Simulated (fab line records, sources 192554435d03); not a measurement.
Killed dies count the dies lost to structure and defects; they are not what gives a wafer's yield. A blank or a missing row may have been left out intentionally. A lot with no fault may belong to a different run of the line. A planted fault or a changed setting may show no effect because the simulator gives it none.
Split-lot trial || flow n5-finfet || 7 lots, 21 wafers read, on a route of 1938 steps

THE SPLIT
At N5_HKMG_FIN_ETCH_55 (etches SOC in N2/H2, target depth 240 nm, time 300 s), the setting time-s was moved away from the recipe's 300 s on 9 of the 21 wafers read, by -20.6% to -12.6%. The other wafers ran this setting at the recipe's value.

The reading is taken at the split's own step.

THE READING
SiARC_of_HKMG_FIN_COAT_42.thk-nm (the simulator's own value, which no gauge read), in nm, at N5_HKMG_FIN_ETCH_55 (etches SOC in N2/H2, target depth 240 nm, time 300 s). The file gives no usual value for it. The 12 wafers here that ran the recipe average 21.2 nm, standard deviation 0.24 nm.

{"wafer": "L075.1", "tool, chamber at the split": "rie-diel-06, 0", "time-s as run, s": 262.1, "against the recipe": "-12.6%", "SiARC_of_HKMG_FIN_COAT_42.thk-nm, nm": 23.4, "against lot-mates on the recipe": "+2.3"}
{"wafer": "L075.3", "tool, chamber at the split": "rie-diel-06, 2", "time-s as run, s": 300, "against the recipe": "recipe", "SiARC_of_HKMG_FIN_COAT_42.thk-nm, nm": 21, "against lot-mates on the recipe": "-"}
{"wafer": "L075.4", "tool, chamber at the split": "rie-diel-06, 3", "time-s as run, s": 300, "against the recipe": "recipe", "SiARC_of_HKMG_FIN_COAT_42.thk-nm, nm": 21.2, "against lot-mates on the recipe": "-"}
{"wafer": "L083.1", "tool, chamber at the split": "rie-diel-01, 3", "time-s as run, s": 242.3, "against the recipe": "-19.2%", "SiARC_of_HKMG_FIN_COAT_42.thk-nm, nm": 23.8, "against lot-mates on the recipe": "+2.4"}
{"wafer": "L083.2", "tool, chamber at the split": "rie-diel-01, 2", "time-s as run, s": 242.3, "against the recipe": "-19.2%", "SiARC_of_HKMG_FIN_COAT_42.thk-nm, nm": 24, "against lot-mates on the recipe": "+2.6"}
{"wafer": "L083.6", "tool, chamber at the split": "rie-diel-01, 0", "time-s as run, s": 300, "against the recipe": "recipe", "SiARC_of_HKMG_FIN_COAT_42.thk-nm, nm": 21.4, "against lot-mates on the recipe": "-"}
{"wafer": "L084.3", "tool, chamber at the split": "rie-diel-01, 2", "time-s as run, s": 300, "against the recipe": "recipe", "SiARC_of_HKMG_FIN_COAT_42.thk-nm, nm": 21.4, "against lot-mates on the recipe": "-"}
{"wafer": "L084.4", "tool, chamber at the split": "rie-diel-01, 1", "time-s as run, s": 300, "against the recipe": "recipe", "SiARC_of_HKMG_FIN_COAT_42.thk-nm, nm": 21.4, "against lot-mates on the recipe": "-"}
{"wafer": "L084.6", "tool, chamber at the split": "rie-diel-01, 2", "time-s as run, s": 300, "against the recipe": "recipe", "SiARC_of_HKMG_FIN_COAT_42.thk-nm, nm": 21.2, "against lot-mates on the recipe": "-"}
{"wafer": "L089.1", "tool, chamber at the split": "rie-diel-05, 1", "time-s as run, s": 261.9, "against the recipe": "-12.7%", "SiARC_of_HKMG_FIN_COAT_42.thk-nm, nm": 22.4, "against lot-mates on the recipe": "+0.8"}
{"wafer": "L089.2", "tool, chamber at the split": "rie-diel-05, 0", "time-s as run, s": 261.9, "against the recipe": "-12.7%", "SiARC_of_HKMG_FIN_COAT_42.thk-nm, nm": 23.2, "against lot-mates on the recipe": "+1.6"}
{"wafer": "L089.4", "tool, chamber at the split": "rie-diel-05, 3", "time-s as run, s": 300, "against the recipe": "recipe", "SiARC_of_HKMG_FIN_COAT_42.thk-nm, nm": 21.6, "against lot-mates on the recipe": "-"}
{"wafer": "L091.4", "tool, chamber at the split": "rie-diel-06, 0", "time-s as run, s": 261, "against the recipe": "-13.0%", "SiARC_of_HKMG_FIN_COAT_42.thk-nm, nm": 23.2, "against lot-mates on the recipe": "+2.3"}
{"wafer": "L091.5", "tool, chamber at the split": "rie-diel-06, 2", "time-s as run, s": 300, "against the recipe": "recipe", "SiARC_of_HKMG_FIN_COAT_42.thk-nm, nm": 20.8, "against lot-mates on the recipe": "-"}
{"wafer": "L091.6", "tool, chamber at the split": "rie-diel-06, 3", "time-s as run, s": 300, "against the recipe": "recipe", "SiARC_of_HKMG_FIN_COAT_42.thk-nm, nm": 21, "against lot-mates on the recipe": "-"}
{"wafer": "L095.3", "tool, chamber at the split": "rie-diel-01, 0", "time-s as run, s": 248.8, "against the recipe": "-17.1%", "SiARC_of_HKMG_FIN_COAT_42.thk-nm, nm": 23.4, "against lot-mates on the recipe": "+2.2"}
{"wafer": "L095.4", "tool, chamber at the split": "rie-diel-01, 1", "time-s as run, s": 300, "against the recipe": "recipe", "SiARC_of_HKMG_FIN_COAT_42.thk-nm, nm": 21.2, "against lot-mates on the recipe": "-"}
{"wafer": "L095.5", "tool, chamber at the split": "rie-diel-01, 2", "time-s as run, s": 248.8, "against the recipe": "-17.1%", "SiARC_of_HKMG_FIN_COAT_42.thk-nm, nm": 23.6, "against lot-mates on the recipe": "+2.4"}
{"wafer": "L097.2", "tool, chamber at the split": "rie-diel-01, 2", "time-s as run, s": 300, "against the recipe": "recipe", "SiARC_of_HKMG_FIN_COAT_42.thk-nm, nm": 21.4, "against lot-mates on the recipe": "-"}
{"wafer": "L097.4", "tool, chamber at the split": "rie-diel-01, 0", "time-s as run, s": 300, "against the recipe": "recipe", "SiARC_of_HKMG_FIN_COAT_42.thk-nm, nm": 20.8, "against lot-mates on the recipe": "-"}
{"wafer": "L097.5", "tool, chamber at the split": "rie-diel-01, 2", "time-s as run, s": 238.1, "against the recipe": "-20.6%", "SiARC_of_HKMG_FIN_COAT_42.thk-nm, nm": 24.2, "against lot-mates on the recipe": "+3.1"}

FIT RESULTS
A straight line over all 21 wafers: SiARC_of_HKMG_FIN_COAT_42.thk-nm changes by -0.141 nm for each +1% of time-s; r = -0.98; the points scatter about the line by 0.27 nm.
The same after taking each lot's own level away (the mean of its wafers on the recipe; 21 wafers): -0.137 nm for each +1%; r = -0.97; scatter 0.32 nm.
Per that fit: largest time-s move, reading shift of 2.8 nm.
The span of the lots' own levels, 20.90 to 21.60 nm, comes to 2.9 times the standard deviation stated above.
The two slopes agree, so the slope changes little with the lot-to-lot level.
Check: with one of the wafers moved furthest among these (-20.6%) left out of the fit, the line predicts +2.76 nm for it against its lot-mates. It came out at +3.1 nm against them.

ADDITIONAL SPLITS CARRIED BY THESE WAFERS
Before the reading, these wafers also passed through other splits. Each is held against what the fit with the lots' levels taken away leaves over:
{"other split on the same wafers": "N5_SD_EPI_N_PEB_07 peb-time-s", "wafers away from the commonest value": 7, "r with SiARC_of_HKMG_FIN_COAT_42.thk-nm (lot level and that fit taken away)": -0.35}
{"other split on the same wafers": "N5_SDB_COAT_04 spin-rpm", "wafers away from the commonest value": 7, "r with SiARC_of_HKMG_FIN_COAT_42.thk-nm (lot level and that fit taken away)": -0.17}
{"other split on the same wafers": "N5_HKMG_FIN_ETCH_54 source-w", "wafers away from the commonest value": 7, "r with SiARC_of_HKMG_FIN_COAT_42.thk-nm (lot level and that fit taken away)": -0.44}

THE WHOLE CHAIN: every reading that the file lists as answering this split, in the file's order
{"step": "N5_HKMG_FIN_ETCH_55", "what it does": "etches SOC in N2/H2, target depth 240 nm, time 300 s", "reading": "HKMG_FIN.feature-depth-nm (the simulator's own value, which no gauge read)", "change (the file's fit)": "+2.5 nm for each +1% of the setting", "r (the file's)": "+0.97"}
{"step": "N5_HKMG_FIN_ETCH_55", "what it does": "etches SOC in N2/H2, target depth 240 nm, time 300 s", "reading": "etch.depth-nm (the simulator's own value, which no gauge read)", "change (the file's fit)": "+2.5 nm for each +1% of the setting", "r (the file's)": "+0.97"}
{"step": "N5_HKMG_FIN_ETCH_55", "what it does": "etches SOC in N2/H2, target depth 240 nm, time 300 s", "reading": "SiARC_of_HKMG_FIN_COAT_42.thk-nm (the simulator's own value, which no gauge read)", "change (the file's fit)": "-0.143 nm for each +1% of the setting", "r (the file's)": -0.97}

FILE'S OWN FIT
SiARC_of_HKMG_FIN_COAT_42.thk-nm changes by -0.143 nm for each +1% of time-s, r = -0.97.
